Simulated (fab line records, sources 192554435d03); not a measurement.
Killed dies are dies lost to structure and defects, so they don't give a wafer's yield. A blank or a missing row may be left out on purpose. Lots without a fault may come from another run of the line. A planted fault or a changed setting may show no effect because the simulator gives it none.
Chamber matching | flow n5_finfet | N5_BEOL_M11_ETCH_65 on rie_diel-02: 4 sister chambers
The step etches SiARC in CF4, target depth 39 nm, time 65 s. 14 wafers are shown with their chamber, then 7 later ones without.

WAFERS WITH THEIR CHAMBER
wafer  | chamber | drypump_motor_current_A (A) | etch_rf_on_time_s (s) | throttle_valve_pct (%)
L074.3 | 0       | 5.8                         | 62.7                  | 15.8
L074.4 | 3       | 5.4                         | 64.6                  | 15.4
L074.5 | 2       | 5.9                         | 67.8                  | 16.1
L081.1 | 2       | 5.9                         | 68.8                  | 16.1
L081.2 | 0       | 5.8                         | 62.5                  | 15.8
L081.6 | 3       | 5.4                         | 64.3                  | 15.4
L080.2 | 2       | 5.8                         | 68.8                  | 16.1
L080.4 | 3       | 5.4                         | 64.8                  | 15.4
L080.5 | 0       | 5.8                         | 63.3                  | 15.8
L086.3 | 3       | 5.4                         | 64.8                  | 15.4
L086.5 | 1       | 4.8                         | 62.6                  | 16.0
L086.6 | 3       | 5.4                         | 65.1                  | 15.4
L087.1 | 0       | 5.8                         | 63.9                  | 15.8
L087.2 | 2       | 5.8                         | 68.2                  | 15.7

SIGNATURES (means of the wafers above)
reading                 | chamber 0 | chamber 1 | chamber 2 | chamber 3 | scatter within a chamber
drypump_motor_current_A | 5.800     | 4.800     | 5.850     | 5.400     | 0.0316
etch_rf_on_time_s       | 63.100    | 62.600    | 68.400    | 64.720    | 0.476
throttle_valve_pct      | 15.800    | 16.000    | 16.000    | 15.400    | 0.11
Rule: a wafer's distance from a chamber is the root of the sum, over the readings, of the square of ((its reading less the chamber's mean) divided by the reading's scatter). The wafer belongs to the nearest chamber; if the next one is less than 2 further off, it can't be placed. The scatter: the root of (the sum of the squares of (reading less its chamber's mean) over the shown wafers, divided by (wafers less chambers)).

WAFERS WITHOUT THEIR CHAMBER
wafer  | drypump_motor_current_A (A) | etch_rf_on_time_s (s) | throttle_valve_pct (%)
L087.6 | 4.8                         | 64.1                  | 16.0
L095.1 | 5.4                         | 65.6                  | 15.4
L095.3 | 4.8                         | 63.9                  | 16.1
L095.6 | 4.8                         | 63.8                  | 16.1
L097.2 | 4.8                         | 63.3                  | 16.1
L097.3 | 5.8                         | 62.8                  | 15.8
L097.6 | 4.8                         | 63.3                  | 16.1

WHICH CHAMBER EACH WENT THROUGH
wafer  | from the rows above | in truth
L087.6 | 1                   | 1
L095.1 | 3                   | 3
L095.3 | 1                   | 1
L095.6 | 1                   | 1
L097.2 | 1                   | 1
L097.3 | 0                   | 0
L097.6 | 1                   | 1
Placed correctly: 7 of 7. Can't be placed from these rows: 0. Placed wrongly: 0.
